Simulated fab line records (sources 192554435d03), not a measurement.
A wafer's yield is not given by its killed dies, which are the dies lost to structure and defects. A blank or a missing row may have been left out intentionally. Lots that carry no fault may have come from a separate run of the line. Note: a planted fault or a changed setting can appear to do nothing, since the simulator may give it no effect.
Split-lot experiment -- flow n5_finfet -- 21 wafers read from 7 lots, route of 1938 steps

THE SPLIT
At N5_BEOL_M12_ETCH_68 (etches SOC in N2/H2, time 285 s), the setting time_s was moved away from the recipe's 285 s on 9 of the 21 wafers read, by -22.0% to +18.6%. For the rest of the wafers, this setting stayed at what the recipe calls for.

The reading comes from the split's own step.

THE READING
SiARC_of_BEOL_M12_COAT_66.thk_nm (the simulator's own value, which no gauge read), in nm, at N5_BEOL_M12_ETCH_68 (etches SOC in N2/H2, time 285 s). The file does not state a usual value for it. The 12 wafers here that ran the recipe average 86.0 nm, standard deviation 0.33 nm.

wafer,"tool, chamber at the split","time_s as run, s",against the recipe,"SiARC_of_BEOL_M12_COAT_66.thk_nm, nm",against lot-mates on the recipe
L075.1,"rie_diel-05, 1",337.9,+18.6%,81.6,-4.4
L075.3,"rie_diel-05, 2",285,recipe,86,-
L075.6,"rie_diel-05, 3",337.9,+18.6%,81.2,-4.8
L078.2,"rie_diel-05, 2",222.2,-22.0%,91.8,+5.6
L078.3,"rie_diel-05, 0",285,recipe,85.8,-
L078.6,"rie_diel-05, 2",285,recipe,86.6,-
L081.4,"rie_diel-04, 0",314.3,+10.3%,83.4,no lot-mate on the recipe
L081.5,"rie_diel-04, 1",314.3,+10.3%,83.6,no lot-mate on the recipe
L081.6,"rie_diel-04, 0",314.3,+10.3%,82.8,no lot-mate on the recipe
L080.3,"rie_diel-05, 1",285,recipe,86.2,-
L080.5,"rie_diel-05, 0",285,recipe,85.6,-
L080.6,"rie_diel-05, 3",285,recipe,86.4,-
L082.2,"rie_diel-02, 3",237.9,-16.5%,90,+4.6
L082.3,"rie_diel-02, 1",285,recipe,85.4,-
L082.6,"rie_diel-02, 0",237.9,-16.5%,90.8,+5.4
L084.1,"rie_diel-04, 0",285,recipe,85.8,-
L084.3,"rie_diel-04, 1,2",285,recipe,86.2,-
L084.4,"rie_diel-04, 1,2",285,recipe,86.2,-
L091.2,"rie_diel-02, 3",285,recipe,85.8,-
L091.5,"rie_diel-02, 0",304.3,+6.8%,83.8,-2.2
L091.6,"rie_diel-02, 3",285,recipe,86.2,-
Rows listing several chambers each stand for several wafers; the file does not say which wafer went through which chamber.

FIT RESULTS
A straight line over all 21 wafers: SiARC_of_BEOL_M12_COAT_66.thk_nm changes by -0.261 nm for each +1% of time_s; r = -0.99; the points scatter about the line by 0.35 nm.
The same after taking each lot's own level away (the mean of its wafers on the recipe; 18 wafers): -0.268 nm for each +1%; r = -0.99; scatter 0.38 nm.
Per that fit: largest time_s move, reading shift of 5.9 nm.
The lots' own levels span 85.40 to 86.20 nm, that is 2.4 times the standard deviation above.
So the lot-to-lot level changes the slope little: the two slopes agree.
Check: with one of the wafers moved furthest among these (-22.0%) left out of the fit, the line predicts +6.15 nm for it against its lot-mates. Against them it came out at +5.6 nm.

ADDITIONAL SPLITS CARRIED BY THESE WAFERS
Before the reading, these wafers also passed through other splits. Each is held against what the fit with the lots' levels taken away leaves over:
other split on the same wafers,wafers away from the commonest value,r with SiARC_of_BEOL_M12_COAT_66.thk_nm (lot level and that fit taken away)
N5_BEOL_M10_DEVELOP_27 develop_time_s,5,-0.09
N5_BEOL_M11_VIA_ETCH_34 time_s,3,+0.34
N5_BEOL_M11_TRENCH_ETCH_37 time_s,4,+0.47

THE FILE'S OWN FIT
SiARC_of_BEOL_M12_COAT_66.thk_nm changes by -0.267 nm for each +1% of time_s, r = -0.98.
